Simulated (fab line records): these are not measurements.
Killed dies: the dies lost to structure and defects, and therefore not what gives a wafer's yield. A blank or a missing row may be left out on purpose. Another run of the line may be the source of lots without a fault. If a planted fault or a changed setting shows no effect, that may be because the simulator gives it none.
fab line records / flow nand_harc
[record] lots = 6 wafers = 18 last_day = 24
route steps=1159 shown P_ZERO_WELL@15
lots untouched by any fault: they come from a run of this same line in which no faults occurred
start_h: hours from the record's opening day to when the first of the lot's shown wafers began / wait_h: hours elapsed since this lot's preceding step / " unchanged from the row above / L1.1+2: several wafers, shown together as one row / - no value present, or no start provided / * or withheld: withheld / < > ~ a bound
route shown NAME@n: NAME is a module with steps in the file, n the number in the route of the first one / usual: mean/standard deviation taken from wafers without a fault / same: alike in all rows / chamber/n: place in a boat / sites: each site's reading / _std_site: their standard deviation / _edge_site: the outer-site mean with the inner-site mean subtracted / radius_mm: how far each site lies from the wafer's centre / mask NAME#n: copy n / behind: tool/chamber where the wafer was last shaped / hold: the reason the lot was held/the length of the hold in hours/how it ended / device: which transistor (n, p or np) failed to switch / end of line: the same wafers' tests at the end of the route / for a step that has no rows: nothing shown but its recipe / killed: the dies lost at the first sort to structure and to defects; this is not the yield of the wafer / map: a wafer's dies, marking killed ones x, the rest . and places with no die _
set.NAME: the setting that was run; set.NAME@STEP: the one run at that earlier step / model.NAME: the simulator's own value behind a step, which no gauge read
certain route steps with their lots: each step a table, each wafer a row
services: the hour from which a tool's chamber was out of use, counted from the record's first day as start_h (under 0 if before that day), plus the number of hours and why
[[steps]]
[step NHARC_P_ZERO_WELL_HARDBAKE_12]
[recipe] temp_c = 118 time_s = 65
[step NHARC_P_ZERO_WELL_DESCUM_13]
[recipe] time_s = 3 o2_flow_sccm = 200 ar_flow_sccm = 0 bias_power_w = 0 chemistry = O2
[usual] drypump_motor_current_A = 5.7/0.46 o2_flow_sccm = 200.0/0.56 oes_product_au = 0.996/0.011 rf_vpp_V = 57.8/0.89 showerhead_plenum_p_Torr = 1.90/0.066 throttle_valve_pct = 11.312/0.009
[same] time_s = 3
lot.wafer=L920.2 tool=rie_diel-10 chamber=0 start_h=25.28 wait_h=- drypump_motor_current_A=5.4 o2_flow_sccm=199.8 oes_product_au=0.992 rf_hours_counter_h=2 rf_vpp_V=57.3 showerhead_plenum_p_Torr=1.90 throttle_valve_pct=11.311
lot.wafer=L920.3 tool=rie_diel-10 chamber=1 start_h=25.28 wait_h=- drypump_motor_current_A=5.1 o2_flow_sccm=200.1 oes_product_au=0.998 rf_hours_counter_h=1 rf_vpp_V=58.1 showerhead_plenum_p_Torr=2.04 throttle_valve_pct=11.304
lot.wafer=L920.5 tool=rie_diel-10 chamber=3 start_h=25.28 wait_h=- drypump_motor_current_A=6.3 o2_flow_sccm=199.6 oes_product_au=0.993 rf_hours_counter_h=- rf_vpp_V=57.6 showerhead_plenum_p_Torr=1.92 throttle_valve_pct=11.294
lot.wafer=L923.1 tool=rie_diel-10 chamber=1 start_h=43.39 wait_h=- drypump_motor_current_A=5.2 o2_flow_sccm=200.7 oes_product_au=0.989 rf_hours_counter_h=3 rf_vpp_V=57.5 showerhead_plenum_p_Torr=2.04 throttle_valve_pct=11.324
lot.wafer=L923.2 tool=rie_diel-10 chamber=2 start_h=43.39 wait_h=- drypump_motor_current_A=5.9 o2_flow_sccm=200.3 oes_product_au=1.002 rf_hours_counter_h=3 rf_vpp_V=58.3 showerhead_plenum_p_Torr=1.94 throttle_valve_pct=11.298
lot.wafer=L923.6 tool=rie_diel-10 chamber=2 start_h=43.39 wait_h=- drypump_motor_current_A=5.9 o2_flow_sccm=199.7 oes_product_au=1.001 rf_hours_counter_h=- rf_vpp_V=57.8 showerhead_plenum_p_Torr=1.94 throttle_valve_pct=11.311
lot.wafer=L927.1 tool=rie_diel-03 chamber=1 start_h=67.41 wait_h=- drypump_motor_current_A=5.9 o2_flow_sccm=200.1 oes_product_au=1.019 rf_hours_counter_h=2 rf_vpp_V=58.0 showerhead_plenum_p_Torr=1.80 throttle_valve_pct=11.300
lot.wafer=L927.2 tool=rie_diel-03 chamber=3 start_h=67.41 wait_h=- drypump_motor_current_A=5.7 o2_flow_sccm=198.7 oes_product_au=1.006 rf_hours_counter_h=2 rf_vpp_V=58.4 showerhead_plenum_p_Torr=1.86 throttle_valve_pct=11.301
lot.wafer=L927.6 tool=rie_diel-03 chamber=2 start_h=67.41 wait_h=- drypump_motor_current_A=5.0 o2_flow_sccm=199.3 oes_product_au=1.009 rf_hours_counter_h=- rf_vpp_V=56.1 showerhead_plenum_p_Torr=1.79 throttle_valve_pct=11.307
lot.wafer=L929.1 tool=rie_diel-03 chamber=0 start_h=79.39 wait_h=- drypump_motor_current_A=5.3 o2_flow_sccm=199.2 oes_product_au=0.975 rf_hours_counter_h=2 rf_vpp_V=57.1 showerhead_plenum_p_Torr=1.94 throttle_valve_pct=11.315
lot.wafer=L929.3 tool=rie_diel-03 chamber=3 start_h=79.39 wait_h=- drypump_motor_current_A=5.7 o2_flow_sccm=199.7 oes_product_au=1.001 rf_hours_counter_h=2 rf_vpp_V=57.8 showerhead_plenum_p_Torr=1.86 throttle_valve_pct=11.325
lot.wafer=L929.5 tool=rie_diel-03 chamber=0 start_h=79.39 wait_h=- drypump_motor_current_A=5.3 o2_flow_sccm=200.5 oes_product_au=0.978 rf_hours_counter_h=- rf_vpp_V=56.7 showerhead_plenum_p_Torr=1.94 throttle_valve_pct=11.296
lot.wafer=L931.4 tool=rie_diel-10 chamber=0 start_h=91.27 wait_h=- drypump_motor_current_A=5.4 o2_flow_sccm=199.5 oes_product_au=0.994 rf_hours_counter_h=7 rf_vpp_V=57.4 showerhead_plenum_p_Torr=1.90 throttle_valve_pct=11.309
lot.wafer=L931.3 tool=rie_diel-10 chamber=1 start_h=91.27 wait_h=- drypump_motor_current_A=5.2 o2_flow_sccm=200.0 oes_product_au=0.995 rf_hours_counter_h=5 rf_vpp_V=57.9 showerhead_plenum_p_Torr=2.04 throttle_valve_pct=11.314
lot.wafer=L931.1 tool=rie_diel-10 chamber=2 start_h=91.27 wait_h=- drypump_motor_current_A=5.9 o2_flow_sccm=199.5 oes_product_au=1.008 rf_hours_counter_h=5 rf_vpp_V=56.7 showerhead_plenum_p_Torr=1.94 throttle_valve_pct=11.310
lot.wafer=L941.2 tool=rie_diel-03 chamber=0 start_h=151.40 wait_h=- drypump_motor_current_A=5.3 o2_flow_sccm=199.9 oes_product_au=0.984 rf_hours_counter_h=7 rf_vpp_V=59.6 showerhead_plenum_p_Torr=1.94 throttle_valve_pct=11.318
lot.wafer=L941.4 tool=rie_diel-03 chamber=1 start_h=151.40 wait_h=- drypump_motor_current_A=5.9 o2_flow_sccm=199.7 oes_product_au=1.006 rf_hours_counter_h=8 rf_vpp_V=57.0 showerhead_plenum_p_Torr=1.80 throttle_valve_pct=11.321
lot.wafer=L941.1 tool=rie_diel-03 chamber=3 start_h=151.40 wait_h=- drypump_motor_current_A=5.7 o2_flow_sccm=199.5 oes_product_au=1.002 rf_hours_counter_h=7 rf_vpp_V=57.5 showerhead_plenum_p_Torr=1.86 throttle_valve_pct=11.316
[step NHARC_P_ZERO_WELL_ETCH_65]
[recipe] target_depth_a = 800 overetch_a = 240 time_s = 87.88 ion_energy_ev = 200 n2_flow_sccm = 150 h2_flow_sccm = 150 ar_flow_sccm = 0 rf_w = 400 bias_w = 150 chemistry = N2/H2
[usual] drypump_motor_current_A = 5.6/0.46 oes_product_au = 0.996/0.011 rf_vpp_V = 430.2/2.3 showerhead_plenum_p_Torr = 2.03/0.075 throttle_valve_pct = 14.170/0.0089
[same] time_s = 87.88
lot.wafer=L920.3 tool=rie_diel-10 chamber=1 start_h=25.36 wait_h=0.1 drypump_motor_current_A=5.2 oes_product_au=0.997 rf_hours_counter_h=1 rf_vpp_V=434.1 showerhead_plenum_p_Torr=2.18 throttle_valve_pct=14.168
lot.wafer=L920.2 tool=rie_diel-10 chamber=3 start_h=25.36 wait_h=0.1 drypump_motor_current_A=6.3 oes_product_au=0.986 rf_hours_counter_h=2 rf_vpp_V=430.4 showerhead_plenum_p_Torr=2.04 throttle_valve_pct=14.160
lot.wafer=L920.5 tool=rie_diel-10 chamber=1 start_h=25.36 wait_h=0.1 drypump_motor_current_A=5.1 oes_product_au=0.996 rf_hours_counter_h=- rf_vpp_V=433.9 showerhead_plenum_p_Torr=2.18 throttle_valve_pct=14.163
lot.wafer=L923.1 tool=rie_diel-10 chamber=0 start_h=43.47 wait_h=0.1 drypump_motor_current_A=5.4 oes_product_au=0.997 rf_hours_counter_h=4 rf_vpp_V=429.0 showerhead_plenum_p_Torr=2.03 throttle_valve_pct=14.178
lot.wafer=L923.2 tool=rie_diel-10 chamber=3 start_h=43.47 wait_h=0.1 drypump_motor_current_A=6.3 oes_product_au=0.989 rf_hours_counter_h=4 rf_vpp_V=430.7 showerhead_plenum_p_Torr=2.04 throttle_valve_pct=14.173
lot.wafer=L923.6 tool=rie_diel-10 chamber=1 start_h=43.47 wait_h=0.1 drypump_motor_current_A=5.1 oes_product_au=1.007 rf_hours_counter_h=- rf_vpp_V=434.9 showerhead_plenum_p_Torr=2.18 throttle_valve_pct=14.181
lot.wafer=L927.1 tool=rie_diel-03 chamber=3 start_h=67.50 wait_h=0.1 drypump_motor_current_A=5.7 oes_product_au=1.007 rf_hours_counter_h=2 rf_vpp_V=430.1 showerhead_plenum_p_Torr=1.99 throttle_valve_pct=14.180
lot.wafer=L927.2 tool=rie_diel-03 chamber=0 start_h=67.50 wait_h=0.1 drypump_motor_current_A=5.3 oes_product_au=0.986 rf_hours_counter_h=2 rf_vpp_V=430.7 showerhead_plenum_p_Torr=2.07 throttle_valve_pct=14.177
lot.wafer=L927.6 tool=rie_diel-03 chamber=2 start_h=67.50 wait_h=0.1 drypump_motor_current_A=5.0 oes_product_au=1.007 rf_hours_counter_h=- rf_vpp_V=426.4 showerhead_plenum_p_Torr=1.90 throttle_valve_pct=14.173
lot.wafer=L929.1 tool=rie_diel-03 chamber=2 start_h=79.48 wait_h=0.1 drypump_motor_current_A=5.0 oes_product_au=1.001 rf_hours_counter_h=2 rf_vpp_V=428.4 showerhead_plenum_p_Torr=1.90 throttle_valve_pct=14.170
lot.wafer=L929.3 tool=rie_diel-03 chamber=0 start_h=79.48 wait_h=0.1 drypump_motor_current_A=5.3 oes_product_au=0.973 rf_hours_counter_h=2 rf_vpp_V=431.4 showerhead_plenum_p_Torr=2.07 throttle_valve_pct=14.172
lot.wafer=L929.5 tool=rie_diel-03 chamber=2 start_h=79.48 wait_h=0.1 drypump_motor_current_A=5.0 oes_product_au=1.014 rf_hours_counter_h=- rf_vpp_V=424.5 showerhead_plenum_p_Torr=1.90 throttle_valve_pct=14.175
lot.wafer=L931.3 tool=rie_diel-10 chamber=1 start_h=91.35 wait_h=0.1 drypump_motor_current_A=5.2 oes_product_au=0.995 rf_hours_counter_h=5 rf_vpp_V=432.9 showerhead_plenum_p_Torr=2.18 throttle_valve_pct=14.169
lot.wafer=L931.1 tool=rie_diel-10 chamber=2 start_h=91.35 wait_h=0.1 drypump_motor_current_A=5.9 oes_product_au=1.002 rf_hours_counter_h=5 rf_vpp_V=433.4 showerhead_plenum_p_Torr=2.06 throttle_valve_pct=14.167
lot.wafer=L931.4 tool=rie_diel-10 chamber=0 start_h=91.35 wait_h=0.1 drypump_motor_current_A=5.4 oes_product_au=0.992 rf_hours_counter_h=7 rf_vpp_V=430.2 showerhead_plenum_p_Torr=2.02 throttle_valve_pct=14.164
lot.wafer=L941.2 tool=rie_diel-03 chamber=1 start_h=151.49 wait_h=0.1 drypump_motor_current_A=5.9 oes_product_au=0.997 rf_hours_counter_h=8 rf_vpp_V=426.9 showerhead_plenum_p_Torr=1.91 throttle_valve_pct=14.172
lot.wafer=L941.4 tool=rie_diel-03 chamber=2 start_h=151.49 wait_h=0.1 drypump_motor_current_A=5.0 oes_product_au=1.002 rf_hours_counter_h=5 rf_vpp_V=425.8 showerhead_plenum_p_Torr=1.90 throttle_valve_pct=14.173
lot.wafer=L941.1 tool=rie_diel-03 chamber=3 start_h=151.49 wait_h=0.1 drypump_motor_current_A=5.7 oes_product_au=0.998 rf_hours_counter_h=7 rf_vpp_V=429.2 showerhead_plenum_p_Torr=1.98 throttle_valve_pct=14.152
[step NHARC_P_ZERO_WELL_ETCH_62]
[recipe] target_depth_a = 130 time_s = 6.5 chf3_flow_sccm = 50 ar_flow_sccm = 200 rf_w = 500 bias_w = 200 chemistry = CHF3/Ar
[usual] drypump_motor_current_A = 5.7/0.46 oes_product_au = 0.957/0.019 rf_vpp_V = 370.2/1.9 showerhead_plenum_p_Torr = 2.33/0.076 throttle_valve_pct = 20.217/0.0095
[same] time_s = 6.5
lot.wafer=L920.3 tool=rie_diel-10 chamber=3 start_h=- wait_h=- drypump_motor_current_A=6.3 oes_product_au=0.940 rf_hours_counter_h=2 rf_vpp_V=370.1 showerhead_plenum_p_Torr=2.35 throttle_valve_pct=20.218
lot.wafer=L920.2 tool=rie_diel-10 chamber=2 start_h=- wait_h=- drypump_motor_current_A=5.9 oes_product_au=0.978 rf_hours_counter_h=2 rf_vpp_V=370.6 showerhead_plenum_p_Torr=2.37 throttle_valve_pct=20.219
lot.wafer=L920.5 tool=rie_diel-10 chamber=3 start_h=- wait_h=- drypump_motor_current_A=6.3 oes_product_au=0.948 rf_hours_counter_h=- rf_vpp_V=370.3 showerhead_plenum_p_Torr=2.35 throttle_valve_pct=20.215
lot.wafer=L923.2 tool=rie_diel-10 chamber=3 start_h=- wait_h=- drypump_motor_current_A=6.3 oes_product_au=0.982 rf_hours_counter_h=4 rf_vpp_V=370.1 showerhead_plenum_p_Torr=2.35 throttle_valve_pct=20.234
lot.wafer=L923.1 tool=rie_diel-10 chamber=0 start_h=- wait_h=- drypump_motor_current_A=5.4 oes_product_au=0.981 rf_hours_counter_h=4 rf_vpp_V=370.1 showerhead_plenum_p_Torr=2.33 throttle_valve_pct=20.221
lot.wafer=L923.6 tool=rie_diel-10 chamber=0 start_h=- wait_h=- drypump_motor_current_A=5.4 oes_product_au=0.980 rf_hours_counter_h=- rf_vpp_V=369.2 showerhead_plenum_p_Torr=2.33 throttle_valve_pct=20.193
lot.wafer=L927.1 tool=rie_diel-03 chamber=1 start_h=- wait_h=- drypump_motor_current_A=5.9 oes_product_au=0.976 rf_hours_counter_h=2 rf_vpp_V=367.3 showerhead_plenum_p_Torr=2.21 throttle_valve_pct=20.227
lot.wafer=L927.2 tool=rie_diel-03 chamber=3 start_h=- wait_h=- drypump_motor_current_A=5.7 oes_product_au=0.989 rf_hours_counter_h=2 rf_vpp_V=368.5 showerhead_plenum_p_Torr=2.29 throttle_valve_pct=20.214
lot.wafer=L927.6 tool=rie_diel-03 chamber=0 start_h=- wait_h=- drypump_motor_current_A=5.3 oes_product_au=0.957 rf_hours_counter_h=- rf_vpp_V=371.5 showerhead_plenum_p_Torr=2.38 throttle_valve_pct=20.219
lot.wafer=L929.3 tool=rie_diel-03 chamber=0 start_h=- wait_h=- drypump_motor_current_A=5.3 oes_product_au=0.947 rf_hours_counter_h=2 rf_vpp_V=370.4 showerhead_plenum_p_Torr=2.38 throttle_valve_pct=20.231
lot.wafer=L929.1 tool=rie_diel-03 chamber=2 start_h=- wait_h=- drypump_motor_current_A=5.0 oes_product_au=0.978 rf_hours_counter_h=2 rf_vpp_V=367.2 showerhead_plenum_p_Torr=2.20 throttle_valve_pct=20.217
lot.wafer=L929.5 tool=rie_diel-03 chamber=3 start_h=- wait_h=- drypump_motor_current_A=5.7 oes_product_au=0.967 rf_hours_counter_h=- rf_vpp_V=369.8 showerhead_plenum_p_Torr=2.29 throttle_valve_pct=20.209
lot.wafer=L931.4 tool=rie_diel-10 chamber=2 start_h=- wait_h=- drypump_motor_current_A=5.9 oes_product_au=0.985 rf_hours_counter_h=5 rf_vpp_V=371.5 showerhead_plenum_p_Torr=2.37 throttle_valve_pct=20.208
lot.wafer=L931.3 tool=rie_diel-10 chamber=3 start_h=- wait_h=- drypump_motor_current_A=6.3 oes_product_au=0.977 rf_hours_counter_h=7 rf_vpp_V=369.1 showerhead_plenum_p_Torr=2.35 throttle_valve_pct=20.214
lot.wafer=L931.1 tool=rie_diel-10 chamber=1 start_h=- wait_h=- drypump_motor_current_A=5.1 oes_product_au=0.949 rf_hours_counter_h=5 rf_vpp_V=374.7 showerhead_plenum_p_Torr=2.50 throttle_valve_pct=20.213
lot.wafer=L941.2 tool=rie_diel-03 chamber=1 start_h=- wait_h=- drypump_motor_current_A=5.9 oes_product_au=0.971 rf_hours_counter_h=8 rf_vpp_V=368.5 showerhead_plenum_p_Torr=2.21 throttle_valve_pct=20.220
lot.wafer=L941.1 tool=rie_diel-03 chamber=2 start_h=- wait_h=- drypump_motor_current_A=5.0 oes_product_au=0.975 rf_hours_counter_h=5 rf_vpp_V=368.1 showerhead_plenum_p_Torr=2.20 throttle_valve_pct=20.237
lot.wafer=L941.4 tool=rie_diel-03 chamber=3 start_h=- wait_h=- drypump_motor_current_A=5.7 oes_product_au=0.979 rf_hours_counter_h=7 rf_vpp_V=370.2 showerhead_plenum_p_Torr=2.28 throttle_valve_pct=20.206
[step NHARC_P_ZERO_WELL_ETCH_63]
[recipe] target_depth_a = 1200 time_s = 40.1 hbr_flow_sccm = 150 cl2_flow_sccm = 50 rf_w = 400 icp_w = 400 bias_w = 100 chemistry = HBr/Cl2
[usual] drypump_motor_current_A = 5.8/0.48 oes_product_au = 0.996/0.01 throttle_valve_pct = 26.406/0.0094
[same] time_s = 40.1
lot.wafer=L920.3 tool=rie_si-04 chamber=1 start_h=25.56 wait_h=- drypump_motor_current_A=5.6 oes_product_au=0.971 rf_hours_counter_h=0.7 throttle_valve_pct=26.406
lot.wafer=L920.2 tool=rie_si-04 chamber=2 start_h=25.56 wait_h=- drypump_motor_current_A=6.1 oes_product_au=1.006 rf_hours_counter_h=0.6 throttle_valve_pct=26.409
lot.wafer=L920.5 tool=rie_si-04 chamber=3 start_h=25.56 wait_h=- drypump_motor_current_A=6.1 oes_product_au=1.001 rf_hours_counter_h=- throttle_valve_pct=26.425
lot.wafer=L923.1 tool=rie_si-05 chamber=3 start_h=43.67 wait_h=- drypump_motor_current_A=6.2 oes_product_au=0.991 rf_hours_counter_h=1.4 throttle_valve_pct=26.395
lot.wafer=L923.2 tool=rie_si-05 chamber=1 start_h=43.67 wait_h=- drypump_motor_current_A=5.4 oes_product_au=1.002 rf_hours_counter_h=1.1 throttle_valve_pct=26.398
lot.wafer=L923.6 tool=rie_si-05 chamber=1 start_h=43.67 wait_h=- drypump_motor_current_A=5.4 oes_product_au=0.974 rf_hours_counter_h=- throttle_valve_pct=26.393
lot.wafer=L927.2 tool=rie_si-04 chamber=3 start_h=67.67 wait_h=- drypump_motor_current_A=6.1 oes_product_au=1.007 rf_hours_counter_h=1.1 throttle_valve_pct=26.405
lot.wafer=L927.1 tool=rie_si-04 chamber=2 start_h=67.67 wait_h=- drypump_motor_current_A=6.1 oes_product_au=1.002 rf_hours_counter_h=0.9 throttle_valve_pct=26.406
lot.wafer=L927.6 tool=rie_si-04 chamber=0 start_h=67.67 wait_h=- drypump_motor_current_A=5.2 oes_product_au=0.981 rf_hours_counter_h=- throttle_valve_pct=26.419
lot.wafer=L929.3 tool=rie_si-01 chamber=2 start_h=79.65 wait_h=- drypump_motor_current_A=5.6 oes_product_au=0.993 rf_hours_counter_h=0.9 throttle_valve_pct=26.406
lot.wafer=L929.1 tool=rie_si-01 chamber=1 start_h=79.65 wait_h=- drypump_motor_current_A=6.4 oes_product_au=0.995 rf_hours_counter_h=1.0 throttle_valve_pct=26.403
lot.wafer=L929.5 tool=rie_si-01 chamber=2 start_h=79.65 wait_h=- drypump_motor_current_A=5.5 oes_product_au=0.989 rf_hours_counter_h=- throttle_valve_pct=26.394
lot.wafer=L931.4 tool=rie_si-01 chamber=2 start_h=91.55 wait_h=- drypump_motor_current_A=5.5 oes_product_au=0.996 rf_hours_counter_h=1.0 throttle_valve_pct=26.399
lot.wafer=L931.1 tool=rie_si-01 chamber=3 start_h=91.55 wait_h=- drypump_motor_current_A=6.0 oes_product_au=0.992 rf_hours_counter_h=1.4 throttle_valve_pct=26.408
lot.wafer=L931.3 tool=rie_si-01 chamber=0 start_h=91.55 wait_h=- drypump_motor_current_A=4.7 oes_product_au=1.005 rf_hours_counter_h=1.3 throttle_valve_pct=26.412
lot.wafer=L941.4 tool=rie_si-04 chamber=0 start_h=151.66 wait_h=- drypump_motor_current_A=5.3 oes_product_au=1.008 rf_hours_counter_h=0.1 throttle_valve_pct=26.414
lot.wafer=L941.1 tool=rie_si-04 chamber=1 start_h=151.66 wait_h=- drypump_motor_current_A=5.5 oes_product_au=0.999 rf_hours_counter_h=0.6 throttle_valve_pct=26.401
lot.wafer=L941.2 tool=rie_si-04 chamber=3 start_h=151.66 wait_h=- drypump_motor_current_A=6.1 oes_product_au=0.997 rf_hours_counter_h=0.6 throttle_valve_pct=26.383
[step NHARC_P_ZERO_WELL_STRIP_15]
[recipe] time_s = 900 temp_c = 130 chemistry = SPM
[step NHARC_P_ZERO_WELL_DEHYDRATE_16]
[recipe] temp_c = 150 time_s = 120
[step NHARC_P_ZERO_WELL_HMDS_17]
[recipe] time_s = 30
[step NHARC_P_ZERO_WELL_COAT_18]
[recipe] spin_rpm = withheld
[step NHARC_P_ZERO_WELL_SOFTBAKE_19]
[recipe] temp_c = 122 time_s = 95
[step NHARC_P_ZERO_WELL_EBR_20]
[step NHARC_P_ZERO_WELL_EXPOSE_21]
[recipe] na = 0.6 target_cd_nm = 720 dose_mj = 22.31 mask_id = P_NWELL
[step NHARC_P_ZERO_WELL_PEB_22]
[recipe] peb_temp_c = 118 peb_time_s = 85
[usual] heater_power_total_W = 163.98/0.28 plate_temp_C = 117.96/0.14
lot.wafer=L920.2 tool=litho_track-02 chamber=0 start_h=26.38 wait_h=0.1 heater_power_total_W=163.97 plate_temp_C=117.78
lot.wafer=L920.3 tool=litho_track-02 chamber=0 start_h=26.38 wait_h=0.1 heater_power_total_W=163.73 plate_temp_C=117.69
lot.wafer=L920.5 tool=litho_track-02 chamber=0 start_h=26.38 wait_h=0.1 heater_power_total_W=164.43 plate_temp_C=117.61
lot.wafer=L923.1 tool=litho_track-02 chamber=0 start_h=44.52 wait_h=0.1 heater_power_total_W=163.72 plate_temp_C=118.08
lot.wafer=L923.2 tool=litho_track-02 chamber=0 start_h=44.52 wait_h=0.1 heater_power_total_W=163.82 plate_temp_C=117.91
lot.wafer=L923.6 tool=litho_track-02 chamber=0 start_h=44.52 wait_h=0.1 heater_power_total_W=164.37 plate_temp_C=117.83
lot.wafer=L927.1 tool=litho_track-02 chamber=0 start_h=68.52 wait_h=0.1 heater_power_total_W=167.58 plate_temp_C=119.83
lot.wafer=L927.2 tool=litho_track-02 chamber=0 start_h=68.52 wait_h=0.1 heater_power_total_W=167.69 plate_temp_C=119.79
lot.wafer=L927.6 tool=litho_track-02 chamber=0 start_h=68.52 wait_h=0.1 heater_power_total_W=167.75 plate_temp_C=119.76
lot.wafer=L929.1 tool=litho_track-05 chamber=0 start_h=80.49 wait_h=0.1 heater_power_total_W=163.96 plate_temp_C=118.08
lot.wafer=L929.3 tool=litho_track-05 chamber=0 start_h=80.49 wait_h=0.1 heater_power_total_W=163.73 plate_temp_C=118.05
lot.wafer=L929.5 tool=litho_track-05 chamber=0 start_h=80.49 wait_h=0.1 heater_power_total_W=163.63 plate_temp_C=118.13
lot.wafer=L931.1 tool=litho_track-02 chamber=0 start_h=92.39 wait_h=0.1 heater_power_total_W=167.21 plate_temp_C=119.68
lot.wafer=L931.3 tool=litho_track-02 chamber=0 start_h=92.39 wait_h=0.1 heater_power_total_W=167.17 plate_temp_C=119.71
lot.wafer=L931.4 tool=litho_track-02 chamber=0 start_h=92.39 wait_h=0.1 heater_power_total_W=167.96 plate_temp_C=119.63
lot.wafer=L941.1 tool=litho_track-03 chamber=0 start_h=152.50 wait_h=0.1 heater_power_total_W=163.63 plate_temp_C=118.12
lot.wafer=L941.2 tool=litho_track-03 chamber=0 start_h=152.50 wait_h=0.1 heater_power_total_W=163.71 plate_temp_C=118.14
lot.wafer=L941.4 tool=litho_track-03 chamber=0 start_h=152.50 wait_h=0.1 heater_power_total_W=163.78 plate_temp_C=118.10
[step NHARC_P_ZERO_WELL_DEVELOP_23]
[recipe] time_s = 70
[[services]]
tool=rie_diel-03 chamber=0 start_h=4.98 hours=21.9 kind=repair
tool=rie_diel-10 chamber=0 start_h=8.50 hours=- kind=clean
tool=rie_diel-10 chamber=1 start_h=8.50 hours=- kind=clean
tool=rie_diel-03 chamber=2 start_h=11.55 hours=8.8 kind=repair
tool=rie_si-01 chamber=1 start_h=12.44 hours=4.4 kind=repair
tool=rie_diel-03 chamber=1 start_h=14.01 hours=18.4 kind=repair
tool=rie_diel-03 chamber=3 start_h=14.43 hours=18.3 kind=repair
tool=litho_track-03 chamber=- start_h=38.01 hours=7.0 kind=pm
tool=rie_diel-03 chamber=- start_h=38.30 hours=9.0 kind=pm
tool=rie_si-05 chamber=0 start_h=39.84 hours=4.1 kind=repair
tool=rie_si-04 chamber=0 start_h=47.32 hours=6.3 kind=repair
tool=litho_track-05 chamber=- start_h=62.00 hours=7.0 kind=pm
tool=rie_si-05 chamber=- start_h=62.05 hours=9.0 kind=pm
tool=rie_si-04 chamber=0 start_h=76.68 hours=62.1 kind=repair
tool=rie_diel-10 chamber=- start_h=85.42 hours=0.1 kind=repair
tool=rie_si-04 chamber=- start_h=99.00 hours=9.0 kind=pm
tool=rie_si-01 chamber=2 start_h=101.26 hours=9.0 kind=repair
tool=rie_diel-03 chamber=2 start_h=101.53 hours=1.2 kind=repair
tool=rie_diel-10 chamber=3 start_h=104.03 hours=17.4 kind=repair
tool=rie_si-01 chamber=- start_h=106.87 hours=0.3 kind=repair
tool=rie_diel-03 chamber=2 start_h=122.87 hours=23.3 kind=repair
tool=rie_si-01 chamber=- start_h=127.00 hours=9.0 kind=pm
tool=rie_si-05 chamber=0 start_h=143.21 hours=6.8 kind=repair
tool=rie_diel-10 chamber=0 start_h=147.71 hours=6.0 kind=repair
[[key]]
[first_sign] step = NHARC_P_ZERO_WELL_PEB_22 reading = plate_temp_C direction = up sigmas = 13 usual = * struck = *
[effect] step = NHARC_P_ZERO_WELL_PEB_22 reading = heater_power_total_W direction = up sigmas = 13 usual = * struck = *
met_at NHARC_P_ZERO_WELL_PEB_22
struck_wafers L927.1,L927.2,L927.6,L931.1,L931.3,L931.4
tester_left_out L927,L931
onset_between 44.52 68.52
[fault] kind = process_parameter_drift tool = litho_track-02 chamber = - onset_h = 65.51 steps = NHARC_P_ZERO_WELL_PEB_22 channel = peb_temp_c offset = * shape = step end_h = 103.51 acts_in = * stated = *
// tester_left_out: of these lots the tester's yield and bins aren't shown, on N5 and GAA mostly nor the transistor test; their killed dies are dies lost to structure and defects alone, not to doping, threshold or leakage, so they don't give the yield
